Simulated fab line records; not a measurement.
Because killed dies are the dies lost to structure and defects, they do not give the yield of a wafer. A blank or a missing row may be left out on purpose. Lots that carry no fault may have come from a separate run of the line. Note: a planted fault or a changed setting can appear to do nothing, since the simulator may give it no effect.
fab line records	flow n5Finfet
record: lots: 6	wafers: 18	lastDay: 16
route steps=1938 shown SD_EPI_N@263 BEOL_M4@1111 PASSIVATION@1936
lots with no fault: from the same line, run without faults
startH: hours from the record's first day to the start of the lot's first wafer shown	waitH: how many hours have passed since the lot's step before this one	" identical to the entry in the row above	L1.1+2: a row that stands for several wafers	- no value present, or no start provided	* or withheld: withheld	< > ~ a bound
route shown NAME@n: NAME is a module with steps in the file, n the number in the route of the first one	usual: mean/standard deviation of fault-free wafers	same: alike in all rows	chamber/n: place in a boat	sites: per-site readings	_std_site: standard deviation of those values	_edge_site: mean of outer sites minus mean of inner sites	radiusMm: how far each site lies from the wafer's centre	mask NAME#n: copy n	behind: the tool/chamber that last shaped the wafer	hold: why the lot went on hold/how many hours it stayed there/how the hold came to an end	device: names the non-switching transistor (n, p or np)	end of line: the tests these same wafers got at the end of their route	where a step has no rows: the recipe by itself	killed: at the first sort, the dies lost to defects and structure; wafer yield is something else	map: dies across one wafer; x = killed, . = not, _ = none there
set.NAME: setting as actually run; set.NAME@STEP: the setting as run at that earlier step	model.NAME: the simulator's own value behind a step, which no gauge read
lots at selected steps of the route; one table per step, one row per wafer
services: from which hour (startH, from the record's first day; less than 0 if before it) a tool's chamber was out of use, for how many hours, and why
== steps ==
step: N5_SD_EPI_N_COAT_33
recipe: resist: SiARC	tempC: 220	timeS: 60	spinRpm: 1500	resistThkNm: 35
step: N5_SD_EPI_N_COAT_03
recipe: resist: CAR-ArF-block	spinRpm: 1500	resistThkNm: 150
step: N5_SD_EPI_N_EBR_05
recipe: solvent: PGMEA	ebrWidthMm: 1.5
step: N5_SD_EPI_N_SOFTBAKE_04
recipe: tempC: 110	timeS: 60	resist: CAR-ArF-block
step: N5_SD_EPI_N_EXPOSE_06
recipe: maskId: SD_N_BLK	na: 1.35	sourceShape: conventional	sigmaOuter: 0.8	polarization: unpolarized	targetCdNm: 120	doseMj: 39.75
step: N5_SD_EPI_N_PEB_07
recipe: pebTempC: 110	pebTimeS: 60	resist: CAR-ArF-block
step: N5_SD_EPI_N_DEVELOP_08
recipe: developTimeS: 30	developer: TMAH	resist: CAR-ArF-block	devTempC: 23	rinseLiquid: diw	dry: airSpin
step: N5_SD_EPI_N_CD_MEAS_09
recipe: targetCdNm: 120	landingEnergyEv: 500	detector: seInlens
usual: cdNm: 120.2/0.66
lot.wafer	tool	chamber	startH	waitH	cdNm
L883.1	cdSem-01	0	51.34	-	120.8
L883.2	"	0	"	"	120.5
L883.3	"	0	"	"	119.8
L893.1	cdSem-01	0	107.37	-	119.8
L893.3	"	0	"	"	120.3
L893.5	"	0	"	"	119.6
L894.3	cdSem-02	0	117.73	-	119.7
L894.4	"	0	"	"	120.5
L894.5	"	0	"	"	121.0
L896.1	cdSem-01	0	127.29	-	119.7
L896.2	"	0	"	"	120.5
L896.6	"	0	"	"	120.0
L899.1	cdSem-01	0	153.07	-	119.9
L899.2	"	0	"	"	120.2
L899.6	"	0	"	"	120.4
L901.4	cdSem-03	0	157.14	-	120.8
L901.5	"	0	"	"	120.1
L901.6	"	0	"	"	120.3
step: N5_SD_EPI_N_OVL_MEAS_10
recipe: pointsPerWafer: 44
usual: SD_N_BLK_OVL: -0.1/0.61
lot.wafer	tool	chamber	startH	waitH	SD_N_BLK_OVL[nm]
L883.1	overlay-01	0	51.37	0.0	-1.4
L883.2	"	0	"	"	-0.8
L883.3	"	0	"	"	-0.5
L893.1	overlay-01	0	107.40	0.0	0.5
L893.3	"	0	"	"	-0.8
L893.5	"	0	"	"	-0.7
L894.3	overlay-01	0	117.76	0.0	0.6
L894.4	"	0	"	"	-0.3
L894.5	"	0	"	"	0.6
L896.1	overlay-02	0	127.32	0.0	0.9
L896.2	"	0	"	"	-0.1
L896.6	"	0	"	"	-0.1
L899.1	overlay-02	0	153.10	0.0	1.6
L899.2	"	0	"	"	0.2
L899.6	"	0	"	"	1.0
L901.4	overlay-01	0	157.17	0.0	-0.3
L901.5	"	0	"	"	-0.2
L901.6	"	0	"	"	0.7
step: N5_SD_EPI_N_INSPECT_11
recipe: mode: adi	inspectInstrument: macro
usual: rawDefectCount: 2.1/1.4
lot.wafer	tool	chamber	startH	waitH	rawDefectCount
L883.1	defectInspect-02	-	51.39	0.0	4
L883.2	"	-	"	"	3
L883.3	"	-	"	"	1
L893.1	defectInspect-02	-	107.43	0.0	2
L893.3	"	-	"	"	3
L893.5	"	-	"	"	1
L894.3	defectInspect-01	-	117.78	0.0	2
L894.4	"	-	"	"	0
L894.5	"	-	"	"	1
L896.1	defectInspect-02	-	127.34	0.0	0
L896.2	"	-	"	"	3
L896.6	"	-	"	"	1
L899.1	defectInspect-02	-	153.12	0.0	5
L899.2	"	-	"	"	2
L899.6	"	-	"	"	1
L901.4	defectInspect-01	-	157.19	0.0	1
L901.5	"	-	"	"	5
L901.6	"	-	"	"	0
step: N5_SD_EPI_N_DESCUM_14
recipe: chemistry: O2	timeS: 7.9	sourcePowerW: 50	biasPowerW: 20	pressureMtorr: 20	rfFrequencyHz: 2.712e+07	tempC: 40	resist: CAR-ArF-block	o2FlowSccm: 225
usual: biasPowerW: 19.99/0.056	drypumpMotorCurrentA: 5.6/0.47	oesProductAu: 0.83/0.076	rfVppV: 243.5/1.3	showerheadPlenumPTorr: 2.11/0.07	throttleValvePct: 20.33/0.26
lot.wafer	tool	chamber	startH	waitH	biasPowerW	drypumpMotorCurrentA	oesProductAu	rfHoursCounterH	rfVppV	showerheadPlenumPTorr	throttleValvePct
L883.1	rieDiel-03	0	51.86	0.5	20.10	5.5	0.91	21	246.9	2.24	19.88
L883.2	"	2	"	"	19.96	5.6	0.68	252	243.3	2.15	20.30
L883.3	"	3	"	"	20.08	6.0	0.81	83	244.5	2.11	20.06
L893.1	rieDiel-03	1	108.51	1.1	20.11	6.1	0.92	20	244.6	2.15	20.14
L893.3	"	3	"	"	19.93	6.0	0.79	110	243.2	2.10	20.11
L893.5	"	1	"	"	20.10	6.1	0.93	-	243.1	2.15	20.15
L894.3	rieDiel-03	3	117.92	0.1	19.98	6.0	0.78	114	243.9	2.10	20.12
L894.4	"	1	"	"	20.00	6.1	0.92	24	243.4	2.14	20.14
L894.5	"	3	"	"	19.92	6.0	0.78	-	241.9	2.10	20.10
L896.1	rieDiel-03	1	127.38	0.0	20.02	6.1	0.92	28	243.7	2.14	20.16
L896.2	"	2	"	"	19.96	5.6	0.91	16	244.1	2.14	19.99
L896.6	"	1	"	"	19.95	6.1	0.91	-	243.5	2.14	20.14
L899.1	rieDiel-02	2	153.15	0.0	20.03	5.1	0.92	20	244.3	2.05	20.60
L899.2	"	1	"	"	20.11	5.1	0.87	32	241.7	2.04	20.35
L899.6	"	0	"	"	19.95	5.4	0.73	-	243.7	2.08	20.48
L901.4	rieDiel-02	1	157.47	0.3	19.99	5.1	0.86	34	243.5	2.04	20.37
L901.5	"	3	"	"	19.91	5.4	0.78	-	244.9	2.20	20.57
L901.6	"	2	"	"	19.99	5.1	0.92	-	240.8	2.05	20.59
step: N5_SD_EPI_N_ETCH_34
recipe: chemistry: CF4	target: SiARC	targetDepthA: 455	maskMaterial: CAR-ArF-block	timeS: 75.8	ionEnergyEv: 80	pressureMtorr: 40	sourceW: 545	biasW: 36	Ar_flow_sccm: 100	cf4FlowSccm: 100	ends: cleared
usual: drypumpMotorCurrentA: 5.6/0.48	etchRfOnTimeS: 76.6/1.9	oesProductAu: 0.71/0.064	rfVppV: 184.2/1.1	showerheadPlenumPTorr: 2.16/0.06	throttleValvePct: 15.49/0.26
lot.wafer	tool	chamber	startH	waitH	drypumpMotorCurrentA	etchRfOnTimeS	oesProductAu	rfHoursCounterH	rfVppV	showerheadPlenumPTorr	throttleValvePct
L883.1	rieDiel-03	0	51.90	0.0	5.5	75.6	0.78	21	186.3	2.26	14.97
L883.2	"	2	"	"	5.6	78.1	0.58	252	183.9	2.20	15.64
L883.3	"	3	"	"	6.0	75.0	0.69	83	185.4	2.16	15.28
L893.1	rieDiel-03	1	108.54	0.0	6.1	79.2	0.78	20	182.6	2.20	15.33
L893.3	"	3	"	"	6.0	74.3	0.67	110	183.1	2.15	15.31
L893.5	"	1	"	"	6.1	79.9	0.78	-	184.8	2.20	15.32
L894.3	rieDiel-03	3	117.96	0.0	6.0	74.8	0.66	114	182.7	2.15	15.31
L894.4	"	1	"	"	6.1	78.5	0.79	24	185.0	2.20	15.36
L894.5	"	3	"	"	6.0	74.3	0.66	-	185.3	2.15	15.32
L896.1	rieDiel-03	1	127.41	0.0	6.1	79.0	0.77	28	184.2	2.20	15.36
L896.2	"	2	"	"	5.6	74.5	0.78	16	184.6	2.19	15.19
L896.6	"	1	"	"	6.1	78.7	0.77	-	184.5	2.20	15.35
L899.1	rieDiel-02	2	153.19	0.0	5.1	74.8	0.79	20	184.4	2.10	15.61
L899.2	"	1	"	"	5.0	80.4	0.73	32	184.1	2.11	15.59
L899.6	"	0	"	"	5.4	78.2	0.62	-	184.2	2.15	15.81
L901.4	rieDiel-02	1	157.50	0.0	5.1	79.5	0.72	34	183.2	2.11	15.60
L901.5	"	3	"	"	5.4	76.9	0.66	-	186.4	2.23	15.68
L901.6	"	2	"	"	5.1	74.6	0.79	-	183.4	2.10	15.63
step: N5_SD_EPI_N_ETCH_35
recipe: chemistry: N2/H2	target: SOC	overetchA: 1080	maskMaterial: SiARC	tempC: 40	ionEnergyEv: 100	sourceW: 3000	biasW: 133	pressureMtorr: 20	timeS: 486	n2FlowSccm: 200	h2FlowSccm: 200
usual: drypumpMotorCurrentA: 5.6/0.48	oesProductAu: 0.75/0.065	rfVppV: 240.9/1.2	showerheadPlenumPTorr: 2.56/0.081	throttleValvePct: 23.7/0.41
lot.wafer	tool	chamber	startH	waitH	drypumpMotorCurrentA	oesProductAu	rfHoursCounterH	rfVppV	showerheadPlenumPTorr	throttleValvePct	model.SiARC_of_SD_EPI_N_COAT_33.thkNm
L883.1	rieDiel-03	0	51.96	0.0	5.5	0.81	21	242.6	2.70	23.0	19.8
L883.2	"	2	"	"	5.6	0.62	253	241.8	2.60	23.3	20.4
L883.3	"	3	"	"	6.0	0.71	83	241.7	2.56	23.8	19.8
L893.1	rieDiel-03	1	108.60	0.0	6.1	0.84	20	241.3	2.60	23.5	20
L893.3	"	3	"	"	6.0	0.70	110	240.4	2.55	23.8	19.4
L893.5	"	1	"	"	6.1	0.85	-	241.0	2.60	23.5	20.2
L894.3	rieDiel-03	3	118.01	0.0	6.0	0.69	115	241.1	2.55	23.8	19.4
L894.4	"	1	"	"	6.1	0.81	24	241.9	2.60	23.5	19.4
L894.5	"	3	"	"	6.0	0.69	-	240.6	2.55	23.9	19.4
L896.1	rieDiel-03	1	127.47	0.0	6.2	0.81	28	240.8	2.59	23.5	19.6
L896.2	"	2	"	"	5.6	0.80	16	241.9	2.58	23.1	19.8
L896.6	"	1	"	"	6.2	0.82	-	240.4	2.59	23.5	20.2
L899.1	rieDiel-02	2	153.24	0.0	5.1	0.83	20	240.1	2.49	24.4	19.8
L899.2	"	1	"	"	5.1	0.78	33	240.1	2.48	23.9	20.6
L899.6	"	0	"	"	5.4	0.67	-	240.9	2.54	24.0	20.4
L901.4	rieDiel-02	1	157.56	0.0	5.0	0.78	34	238.6	2.48	23.9	20.4
L901.5	"	3	"	"	5.4	0.69	-	242.8	2.65	23.6	20.2
L901.6	"	2	"	"	5.1	0.82	-	239.8	2.49	24.4	19.4
step: N5_SD_EPI_N_STRIP_36
recipe: chemistry: N2/H2	tempC: 40	n2FlowSccm: 200	h2FlowSccm: 200	rfFrequencyHz: 6e+07
step: N5_BEOL_M4_RC_MEAS_101
usual: DIBL_N: 36.0/1.9	DIBL_P: 36.0/2.1	IOFF_N: 0.155/0.029	IOFF_P: 0.20/0.032	ION_N: 672/11	ION_P: 461/6.9	SS_N: 71.5/0.58	SS_P: 73.2/0.64	VT_N: 250.4/2.9	VT_P: -251.0/2.8
lot.wafer	tool	chamber	startH	waitH	DIBL_N[mV/V]	DIBL_P[mV/V]	IOFF_N[nA/um]	IOFF_P[nA/um]	ION_N[uA/um]	ION_P[uA/um]	SS_N[mV/dec]	SS_P[mV/dec]	VT_N[mV]	VT_P[mV]
L883.1	prober-02	0	179.89	0.0	35.1	34.2	0.126	0.16	654	438	71.7	72.7	255.4	-258.2
L883.2	"	0	"	"	34.4	34.5	0.125	0.15	663	452	70.8	72.5	252.5	-258.4
L883.3	"	0	"	"	34.0	34.4	0.124	0.16	672	456	71.2	72.5	251.0	-254.6
L894.3	prober-01	0	238.26	0.3	34.5	33.6	0.121	0.18	667	459	71.1	72.4	252.2	-252.0
L894.4	"	0	"	"	34.5	33.2	0.121	0.18	659	453	70.5	72.0	256.8	-254.4
L894.5	"	0	"	"	35.9	34.7	0.142	0.19	653	453	72.0	73.2	254.5	-249.5
L893.1	prober-02	0	244.66	0.0	33.7	32.9	0.126	0.18	662	461	70.1	72.5	252.3	-253.1
L893.3	"	0	"	"	34.3	34.1	0.144	0.19	686	462	70.5	73.1	251.6	-252.4
L893.5	"	0	"	"	36.1	36.2	0.171	0.23	687	470	71.4	73.0	247.8	-249.6
L896.1	prober-01	0	246.50	0.0	34.5	34.2	0.147	0.18	675	457	71.8	73.1	251.2	-253.9
L896.2	"	0	"	"	34.3	34.8	0.159	0.19	681	464	71.5	73.5	248.2	-253.9
L896.6	"	0	"	"	35.7	35.8	0.171	0.20	673	459	71.9	73.3	249.8	-253.1
L899.1	prober-02	0	279.51	0.0	37.1	37.0	0.151	0.19	668	455	72.0	73.4	253.4	-252.6
L899.2	"	0	"	"	34.3	35.4	0.121	0.17	666	459	71.0	73.4	255.7	-252.1
L899.6	"	0	"	"	35.8	35.8	0.122	0.17	666	453	71.1	73.3	258.4	-254.2
L901.4	prober-02	0	284.41	0.5	38.2	40.0	0.201	0.27	676	464	71.9	74.5	245.8	-249.1
L901.5	"	0	"	"	35.0	36.1	0.141	0.20	674	467	71.2	73.0	250.2	-248.6
L901.6	"	0	"	"	39.1	39.4	0.211	0.25	679	462	72.5	74.7	246.1	-246.8
step: N5_PASSIVATION_PROBE_49
usual: defectLimitedYield: 91.0/1.5	killed_at_M0_to_M3: 33/9.4	killed_at_M4_up: 14/4.8	killedAtContacts: 13/7.3	killedAtFrontEnd: 43/13	killedAtOther: 3.6/2.9	killedDies: 106/18	killedOnRim: 14/4.2	killedOpen: 69/13	killedShort: 35/8.2	sort_bin_5_function: 5.3/1	sort_bin_6_memory: 3.3/0.68	sort_bin_8_speed: 0.01/0.027	sortNPass: 1074/18
same: grossDies: 1180	killedAtBackSide: 0	sort_bin_4_leakage[%]: 0
lot.wafer	tool	chamber	startH	waitH	defectLimitedYield[%]	killed_at_M0_to_M3	killed_at_M4_up	killedAtContacts	killedAtFrontEnd	killedAtOther	killedDies	killedOnRim	killedOpen	killedShort	sort_bin_5_function[%]	sort_bin_6_memory[%]	sort_bin_8_speed[%]	sortNPass
L883.1	prober-02	-	277.08	0.2	92.2	41	9	12	27	3	92	12	55	36	4.7	2.9	0.08	1087
L883.2	prober-02	-	277.13	0.3	90.1	42	14	18	41	2	117	15	87	29	5.6	3.8	0	1063
L883.3	prober-02	-	277.18	0.3	90.7	30	14	25	39	2	110	11	79	31	5.8	3.3	0	1070
L893.1	prober-02	-	356.55	0.0	91.9	31	14	6	43	1	95	13	59	35	5.0	2.5	0	1085
L893.3	prober-02	-	356.65	0.1	90.1	26	18	17	54	2	117	12	81	35	5.5	4.2	0	1063
L893.5	prober-02	-	356.75	0.2	91.4	31	21	7	39	3	101	7	65	35	5.6	2.6	0	1079
L899.1	prober-02	-	381.49	0.0	93.3	24	12	10	29	4	79	5	58	21	4.3	2.0	0	1101
L899.2	prober-02	-	381.54	0.1	90.4	48	13	15	35	2	113	19	82	30	6.8	2.5	0	1067
L899.6	prober-02	-	381.74	0.3	89.0	46	17	14	50	3	130	20	83	36	6.4	3.7	0	1050
L901.4	prober-01	-	390.33	0.2	91.6	27	9	13	48	2	99	16	61	37	5.3	2.9	0	1081
L901.5	prober-01	-	390.38	0.2	91.4	24	18	24	32	3	101	12	68	32	4.5	3.6	0	1079
L901.6	prober-01	-	390.43	0.3	92.6	21	9	5	49	3	87	13	55	31	4.3	2.5	0	1093
killed by level:class
L883.1 BEOL_M0_SAQP:geometricParticle:short=14 MOL_CONTACT_COAG:geometricParticle:open=10 BEOL_M0_SAQP:geometricParticle:open=7 BEOL_M0:geometricParticle:short=5 BEOL_M2:geometricParticle:open=5 FIN_SAQP:geometricParticle:open=4 BEOL_M3:geometricParticle:open=4 STARTING-WAFER:geometricParticle:open=4
L883.2 MOL_CONTACT_COAG:geometricParticle:open=16 BEOL_M3:geometricParticle:open=15 STI_FIN_REVEAL:geometricParticle:open=12 BEOL_M2:geometricParticle:open=8 BEOL_M4:geometricParticle:open=8 DUMMY_GATE:geometricParticle:open=7 BEOL_M0_SAQP:geometricParticle:open=6 BEOL_M0_SAQP:geometricParticle:short=6
L883.3 MOL_CONTACT_COAG:geometricParticle:open=21 STI_FIN_REVEAL:geometricParticle:open=11 DUMMY_GATE:geometricParticle:open=11 BEOL_M2:geometricParticle:open=9 BEOL_M1:geometricParticle:open=6 BEOL_M3:geometricParticle:open=5 BEOL_M4:geometricParticle:open=5 GATE_CUT:geometricParticle:short=4
L893.1 STI_FIN_REVEAL:geometricParticle:open=10 BEOL_M0_SAQP:geometricParticle:open=10 GATE_CUT:geometricParticle:short=9 BEOL_M3:geometricParticle:open=7 BEOL_M2:geometricParticle:open=6 DUMMY_GATE:geometricParticle:open=5 MOL_CONTACT_COAG:geometricParticle:open=5 BEOL_M0_SAQP:geometricParticle:short=5
L893.3 MOL_CONTACT_COAG:geometricParticle:open=16 DUMMY_GATE:geometricParticle:open=15 FIN_SAQP:geometricParticle:open=7 BEOL_M2:geometricParticle:open=7 BEOL_M3:geometricParticle:open=7 FIN_SAQP:geometricParticle:short=6 STI_FIN_REVEAL:geometricParticle:open=6 DUMMY_GATE:geometricParticle:short=6
L893.5 STI_FIN_REVEAL:geometricParticle:open=13 BEOL_M0_SAQP:geometricParticle:short=9 BEOL_M3:geometricParticle:open=9 BEOL_M2:geometricParticle:open=7 BEOL_M6:geometricParticle:open=6 STARTING-WAFER:geometricParticle:short=6 GATE_CUT:geometricParticle:short=5 MOL_CONTACT_COAG:geometricParticle:open=5
L899.1 STI_FIN_REVEAL:geometricParticle:open=10 MOL_CONTACT_COAG:geometricParticle:open=8 BEOL_M4:geometricParticle:open=6 DUMMY_GATE:geometricParticle:open=5 BEOL_M0_SAQP:geometricParticle:open=5 BEOL_M2:geometricParticle:open=4 GATE_CUT:geometricParticle:open=3 BEOL_M0_SAQP:geometricParticle:short=3
L899.2 BEOL_M0_SAQP:geometricParticle:open=14 DUMMY_GATE:geometricParticle:open=11 MOL_CONTACT_COAG:geometricParticle:open=10 BEOL_M0:geometricParticle:open=8 BEOL_M1:geometricParticle:open=8 FIN_SAQP:geometricParticle:open=6 MOL_CONTACT_COAG:geometricParticle:short=5 BEOL_M4:geometricParticle:open=5
L899.6 BEOL_M0_SAQP:geometricParticle:open=12 STI_FIN_REVEAL:geometricParticle:open=11 MOL_CONTACT_COAG:geometricParticle:open=11 FIN_SAQP:geometricParticle:short=10 BEOL_M1:geometricParticle:open=9 HKMG_FIN:areaEtch=9 FIN_SAQP:geometricParticle:open=7 BEOL_M0_SAQP:geometricParticle:short=7
L901.4 STI_FIN_REVEAL:geometricParticle:open=15 FIN_SAQP:geometricParticle:short=13 MOL_CONTACT_COAG:geometricParticle:open=11 BEOL_M0_SAQP:geometricParticle:open=10 GATE_CUT:geometricParticle:short=6 BEOL_M0_SAQP:geometricParticle:short=4 BEOL_M0:geometricParticle:open=4 BEOL_M1:geometricParticle:open=4
L901.5 MOL_CONTACT_COAG:geometricParticle:open=18 FIN_SAQP:geometricParticle:open=9 FIN_SAQP:geometricParticle:short=8 BEOL_M0_SAQP:geometricParticle:short=8 BEOL_M0_SAQP:geometricParticle:open=7 MOL_CONTACT_COAG:geometricParticle:short=6 BEOL_M0:geometricParticle:open=6 BEOL_M8:geometricParticle:open=4
L901.6 STI_FIN_REVEAL:geometricParticle:open=26 STI_FIN_REVEAL:geometricParticle:short=8 BEOL_M0_SAQP:geometricParticle:open=5 FIN_SAQP:geometricParticle:short=4 MOL_CONTACT_COAG:geometricParticle:open=4 BEOL_M1:geometricParticle:open=4 ILD0:geometricParticle:short=3 GATE_CUT:geometricParticle:short=3
== services ==
tool	chamber	startH	hours	kind
rieDiel-02	1	38.49	-	clean
rieDiel-02	1	38.49	-	consumableReplace:focusRing
rieDiel-02	1	38.49	36.4	scheduledDown
rieDiel-02	1	38.49	36.4	ventCycle
rieDiel-03	1	47.64	-	clean
rieDiel-03	1	47.64	-	consumableReplace:focusRing
rieDiel-03	1	47.64	20.5	scheduledDown
rieDiel-03	1	47.64	20.5	ventCycle
rieDiel-02	3	49.63	8.5	repair
rieDiel-02	0	53.04	14.0	repair
rieDiel-02	-	63.34	4.1	repair
rieDiel-03	2	68.24	-	clean
rieDiel-03	2	68.24	-	consumableReplace:focusRing
rieDiel-03	2	68.24	21.9	scheduledDown
rieDiel-03	2	68.24	21.9	ventCycle
rieDiel-02	2	74.93	-	clean
rieDiel-02	2	74.93	-	consumableReplace:focusRing
rieDiel-02	2	74.93	26.6	scheduledDown
rieDiel-02	2	74.93	26.6	ventCycle
== key ==
firstSign none at tools or gauges
modelEffect: step: N5_SD_EPI_N_ETCH_35	value: SiARC_of_SD_EPI_N_COAT_33.thkNm	without: 20.2	struck: 19.5
metAt N5_SD_EPI_N_ETCH_35
struckWafers L894.4,L896.1
onsetBetween 108.60 118.01
fault: kind: processParameterDrift	tool: rieDiel-03	chamber: -	onsetH: 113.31	steps: N5_SD_EPI_N_ETCH_35	channel: timeS	offset: *	shape: step	endH: 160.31	scope: struckWafersOnly	actsIn: *	stated: *
